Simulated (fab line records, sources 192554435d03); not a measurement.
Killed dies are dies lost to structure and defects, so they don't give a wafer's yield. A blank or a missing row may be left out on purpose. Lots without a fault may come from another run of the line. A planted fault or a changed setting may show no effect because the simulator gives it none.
Chamber matching | flow n5_finfet | N5_HKMG_FIN_DESCUM_17 on rie_diel-05: 4 sister chambers
The step chemistry O2, time 7.9 s. 18 wafers are shown with their chamber, then 9 later ones without.

WAFERS WITH THEIR CHAMBER
wafer  | chamber | throttle_valve_pct (%) | showerhead_plenum_p_Torr (Torr) | oes_product_au (a.u.)
L077.1 | 1       | 20.7                   | 2.16                            | 0.73
L077.2 | 2       | 20.5                   | 2.23                            | 0.83
L077.6 | 3       | 20.6                   | 1.98                            | 0.68
L080.1 | 3       | 20.6                   | 1.98                            | 0.67
L080.5 | 2       | 20.5                   | 2.23                            | 0.82
L080.6 | 3       | 20.6                   | 1.98                            | 0.67
L086.1 | 0       | 20.0                   | 2.14                            | 0.75
L086.3 | 2       | 20.5                   | 2.22                            | 0.82
L086.5 | 2       | 20.5                   | 2.22                            | 0.81
L087.1 | 2       | 20.5                   | 2.22                            | 0.82
L087.2 | 1       | 20.7                   | 2.15                            | 0.71
L087.3 | 3       | 20.3                   | 2.24                            | 0.94
L089.1 | 3       | 20.3                   | 2.24                            | 0.94
L089.2 | 1       | 20.7                   | 2.15                            | 0.70
L089.5 | 0       | 20.0                   | 2.14                            | 0.75
L090.2 | 3       | 20.3                   | 2.24                            | 0.92
L090.4 | 1       | 20.7                   | 2.15                            | 0.70
L090.6 | 1       | 20.7                   | 2.15                            | 0.70

SIGNATURES (means of the wafers above)
reading                  | chamber 0 | chamber 1 | chamber 2 | chamber 3 | scatter within a chamber
throttle_valve_pct       | 20.000    | 20.700    | 20.500    | 20.450    | 0.0982
showerhead_plenum_p_Torr | 2.1400    | 2.1520    | 2.2240    | 2.1100    | 0.0852
oes_product_au           | 0.7500    | 0.7080    | 0.8200    | 0.8033    | 0.0856
Rule: a wafer's distance from a chamber is the root of the sum, over the readings, of the square of ((its reading less the chamber's mean) divided by the reading's scatter). The wafer belongs to the nearest chamber; if the next one is less than 2 further off, it can't be placed. The scatter: the root of (the sum of the squares of (reading less its chamber's mean) over the shown wafers, divided by (wafers less chambers)).

WAFERS WITHOUT THEIR CHAMBER
wafer  | throttle_valve_pct (%) | showerhead_plenum_p_Torr (Torr) | oes_product_au (a.u.)
L091.1 | 20.3                   | 2.24                            | 0.93
L091.2 | 20.5                   | 2.22                            | 0.80
L091.6 | 20.7                   | 2.15                            | 0.70
L095.1 | 20.1                   | 2.14                            | 0.73
L095.3 | 20.2                   | 2.15                            | 1.02
L095.6 | 20.1                   | 2.14                            | 0.73
L096.2 | 20.1                   | 2.14                            | 0.74
L096.3 | 20.5                   | 2.21                            | 0.80
L096.6 | 20.1                   | 2.14                            | 0.73

WHICH CHAMBER EACH WENT THROUGH
wafer  | from the rows above          | in truth
L091.1 | can't be placed: 2 or 3 or 0 | 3
L091.2 | can't be placed: 2 or 3      | 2
L091.6 | 1                            | 1
L095.1 | 0                            | 0
L095.3 | can't be placed: 3 or 0 or 2 | 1
L095.6 | 0                            | 0
L096.2 | 0                            | 0
L096.3 | can't be placed: 2 or 3      | 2
L096.6 | 0                            | 0
Placed correctly: 5 of 9. Can't be placed from these rows: 4 (the true chamber is among the candidates in 3). Placed wrongly: 0.
